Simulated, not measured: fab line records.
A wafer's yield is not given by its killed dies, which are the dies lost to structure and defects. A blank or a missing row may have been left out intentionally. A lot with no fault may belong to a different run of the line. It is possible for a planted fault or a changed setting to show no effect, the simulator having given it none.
A lot that was struck, set against a sound lot | flow nand-harc | 24 steps out of a route of 1302
Sound: the wafers L415.2, L415.5, L415.6. Wafers struck: L425.3, L425.4, L425.5. The cause is named last.
Order at every step that has rows: each side's tool, ch and its chambers, its first start. Under that, the readings that differ: sound wafers | struck wafers | difference of the means | sigmas: that difference in standard deviations of wafers without a fault.
alike: a reading whose means differ by less than 2 such deviations, as well as words and numbers matching on both sides. not compared: withheld readings; readings where some wafer has no value; bounds like >300 that might hide an equal value; numbers whose values overlap and for which the record gives no deviation.
Wherever a step has rows on one side only, a row that says differs or no value, or a row with sigmas, the two part there. Non-overlapping numbers with no deviation appear without sigmas and do not part them. Lack of a reading on every wafer of one side parts them only where that side has two or more wafers.

NHARC_P_M0_INSPECT_27:
  sound on defect-inspect-01 at day 9 10:45; struck on defect-inspect-02 at day 13 14:59
  alike: raw-defect-count
NHARC_P_M0_PRE_CLEAN_31: time 12 s.
  sound on pecvd-02 ch 0,2, day 9 10:50; struck on pecvd-01 ch 0,1, day 13 15:03
  alike: heater-power-w
NHARC_P_M0_DEP_32: deposits SiCN, target thk 30 nm.
  sound on pecvd-02 ch 0,2, day 9 10:59; struck on pecvd-01 ch 0,1, day 13 15:08
  alike: heater-power-w
then, 8 steps without rows for these wafers: NHARC_P_M1_DEP_00 (deposits SiOC, target thk 182.5 nm); NHARC_P_M1_DEHYDRATE_01 (time 120 s); NHARC_P_M1_HMDS_02 (time 30 s); NHARC_P_M1_COAT_34 (time 65 s); NHARC_P_M1_COAT_03 (resist thk 90 nm); NHARC_P_M1_SOFTBAKE_04 (time 55 s); NHARC_P_M1_EBR_05; NHARC_P_M1_EXPOSE_06 (exposes mask P M1, target cd 130 nm).
NHARC_P_M1_PEB_07: peb time 65 s.
  sound on litho-track-06 ch 0, day 9 12:02; struck on litho-track-01 ch 0, day 13 16:18
  reading                  | sound               | struck               | difference | sigmas
  heater-power-total-W (W) | 156.8 156.9 157.0   | 158.6 158.6 158.1    | +1.5       | +4
  plate-temp-C (C)         | 99.97 100.11 100.02 | 100.76 100.94 100.73 | +0.78      | +6
then, 1 step without rows for these wafers: NHARC_P_M1_DEVELOP_08 (develop time 35 s).
NHARC_P_M1_CD_MEAS_09 targets a cd of 130 nm.
  sound on cd-sem-01 ch 0, day 9 12:07; struck on cd-sem-03 ch 0, day 13 16:23
  reading    | sound             | struck            | difference | sigmas
  cd-nm (nm) | 129.5 129.3 129.5 | 134.2 132.5 133.1 | +3.8       | +5
NHARC_P_M1_OVL_MEAS_10: pitch 260 nm.
  sound on overlay-01 at day 9 12:13; struck on overlay-02 at day 13 16:28
  alike: overlay-x-nm, overlay-y-nm
NHARC_P_M1_INSPECT_11:
  sound on defect-inspect-01 at day 9 12:14; struck on defect-inspect-01 at day 13 16:31
  alike: raw-defect-count
NHARC_P_M1_DESCUM_14: chemistry O2, time 3 s.
  sound on rie-diel-04 ch 0,1,3, day 9 12:19; struck on rie-diel-07 ch 2,3, day 13 16:34
  reading               | sound             | struck          | difference | sigmas
  model.P_M1.cd-nm (nm) | 128.1 129.2 129.1 | 133.5 132.5 132 | +3.9       |
  alike: drypump-motor-current-A, oes-product-au, rf-vpp-V, showerhead-plenum-p-Torr, throttle-valve-pct
  not compared: rf-hours-counter-h
NHARC_P_M1_ETCH_35: etches the open film in N2/H2, target depth 40 nm, overetch 12 nm, time 43.94 s.
  sound on rie-diel-04 ch 0,3, day 9 12:23; struck on rie-diel-07 ch 0,1,3, day 13 16:39
  alike: drypump-motor-current-A, oes-product-au, rf-vpp-V, showerhead-plenum-p-Torr, throttle-valve-pct
  not compared: rf-hours-counter-h
NHARC_P_M1_ETCH_15: etches the open film in C4F8/Ar, target depth 182.5 nm, time 91.2 s.
  sound: rie-diel-04 ch 0,1,3; struck: rie-diel-07 ch 0,1,3
  alike: oes-product-au, rf-vpp-V
  not compared: rf-hours-counter-h
NHARC_P_M1_CD_MEAS_16:
  sound on cd-sem-02 at day 9 12:37; struck on cd-sem-02 at day 13 16:53
  reading    | sound             | struck            | difference | sigmas
  cd-nm (nm) | 128.9 128.8 129.3 | 133.4 132.1 130.9 | +3.1       | +3
NHARC_P_M1_STRIP_18: strips in N2/H2.
  sound on rie-diel-09 ch 0,2,3, day 9 12:44; struck on rie-diel-09 ch 0,1,2, day 13 16:58
  alike: drypump-motor-current-A, oes-product-au, power-w, rf-vpp-V, showerhead-plenum-p-Torr, throttle-valve-pct
  not compared: rf-hours-counter-h
NHARC_P_M1_ETCH_28: etches the open film in CF4/N2, target depth 30 nm, time 72.99 s.
  sound: rie-diel-09 ch 2,3; struck: rie-diel-09 ch 1,2
  reading               | sound           | struck            | difference | sigmas
  model.P_M1.cd-nm (nm) | 128.1 129.8 130 | 132.8 132.7 132.2 | +3.3       |
  alike: drypump-motor-current-A, oes-product-au, rf-vpp-V, showerhead-plenum-p-Torr, throttle-valve-pct
  not compared: rf-hours-counter-h
then, 1 step without rows for these wafers: NHARC_P_M1_STRIP_19 (strips in post etch residue remover, time 600 s).
-- jump in the record: it breaks off in module P_M1 and resumes in module END (first step shown: number 1302 of the route), and 18 days separate the struck wafers' starts before and after --
NHARC_END_SORT_01:
  sound on prober-02 ch 0, day 27 21:31; struck on prober-01 ch 0, day 31 11:33
  alike: defect-limited-yield, killed-at-array, killed-at-other, killed-at-periphery, killed-dies, killed-open, killed-short

WHERE THEY PART
First at NHARC_P_M1_PEB_07; last, within this record, at NHARC_P_M1_CD_MEAS_16. Later steps at which nothing parts them and some readings are alike: NHARC_P_M1_STRIP_18, NHARC_P_M1_ETCH_28, NHARC_END_SORT_01.

WHY: what had been put in by the simulator
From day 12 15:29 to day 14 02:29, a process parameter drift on litho-track-01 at NHARC_P_M1_PEB_07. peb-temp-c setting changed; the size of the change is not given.
